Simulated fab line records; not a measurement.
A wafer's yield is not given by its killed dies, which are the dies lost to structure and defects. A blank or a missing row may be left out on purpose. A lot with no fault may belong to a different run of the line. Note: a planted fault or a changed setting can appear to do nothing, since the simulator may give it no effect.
Commonality check across tools | flow n5-finfet | Lots sampled 10, wafers sampled 30

## THE REASON FOR OPENING IT
Flagged at N5_SDB_INSPECT_13: reading raw-defect-count, on 2 of 10 lots. No-fault wafers: 80, standard deviation 41.
Rule: a lot is flagged when every wafer of it that has a number lies more than 4 standard deviations from that mean, or none has a number. The other lots count as sound.

lot  | measured    | on                | raw-defect-count, wafer by wafer | flag
L425 | day 4 00:15 | defect-inspect-01 | 77 66 57                         |
L426 | day 4 06:31 | defect-inspect-01 | 57 39 56                         |
L430 | day 5 05:46 | defect-inspect-02 | 74 44 53                         |
L431 | day 5 13:17 | defect-inspect-01 | 100 76 80                        |
L432 | day 5 19:27 | defect-inspect-02 | 81 80 102                        |
L436 | day 7 21:53 | defect-inspect-01 | 1238 1265 1267                   | FLAGGED
L438 | day 8 00:44 | defect-inspect-02 | 1342 1238 1304                   | FLAGGED
L439 | day 8 01:31 | defect-inspect-02 | 32 60 33                         |
L444 | day 9 12:32 | defect-inspect-02 | 140 168 156                      |
L445 | day 9 14:08 | defect-inspect-01 | 92 84 55                         |
Average over the flagged lots: 1276; offset from the usual +1196, equal to +29 standard deviations.

## LOT BY LOT: THE TOOL USED
The record keeps 1 process step preceding the reading, out of 1938 steps on the route. In each cell: the tool, then ch and the chambers that the sampled wafers went through, then the start.
lot  | flag    | N5_SDB_HM_DEP_00
L425 |         | pecvd-02 ch 0,1, day 3 23:43
L426 |         | pecvd-03 ch 0,2, day 4 06:08
L430 |         | pecvd-03 ch 1,2, day 5 05:16
L431 |         | pecvd-02 ch 2, day 5 12:53
L432 |         | pecvd-03 ch 0,1,2, day 5 19:04
L436 | FLAGGED | pecvd-03 ch 0,1, day 7 21:31
L438 | FLAGGED | pecvd-03 ch 0,1,2, day 8 00:21
L439 |         | pecvd-02 ch 0,1,2, day 8 01:01
L444 |         | pecvd-02 ch 0,1, day 9 12:10
L445 |         | pecvd-01 ch 0,1,2, day 9 13:37
These steps, and what they do:
- N5_SDB_HM_DEP_00: deposits SiNx from SiH4/NH3/N2, target thk 40 nm, time 35.3 s.
- N5_SDB_INSPECT_13: inspects for defects (brightfield).

## FLAGGED OVER TOTAL, TOOL BY TOOL (the gauges that took the reading come last)
step              | tool              | lots run | flagged | share of the flagged lots | sound lots run after its first flagged lot
N5_SDB_HM_DEP_00  | pecvd-01          | 1        | 0       | none                      | -
N5_SDB_HM_DEP_00  | pecvd-02          | 4        | 0       | none                      | -
N5_SDB_HM_DEP_00  | pecvd-03          | 5        | 2       | all                       | 0
N5_SDB_INSPECT_13 | defect-inspect-01 | 5        | 1       | some                      | 1 (L445)
N5_SDB_INSPECT_13 | defect-inspect-02 | 5        | 1       | some                      | 2 (L439,L444)

## WHAT THE TABLE ALLOWS
Rows of the table that ran each flagged lot: 1, that is pecvd-03 at N5_SDB_HM_DEP_00.
- pecvd-03 at N5_SDB_HM_DEP_00: 2 of its 5 lots flagged. It ran its last sound lot, L432, at day 5 19:04 and its first flagged lot, L436, at day 7 21:31: a fault with its onset between the two fits.
Just one tool remains: pecvd-03 at N5_SDB_HM_DEP_00.

## WHAT THE SIMULATOR HAD INSERTED
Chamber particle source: pecvd-03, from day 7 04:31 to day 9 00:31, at N5_SDB_HM_DEP_00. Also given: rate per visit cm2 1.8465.
Shown lots that were struck: L436, L438. This agrees with what the rule above found.
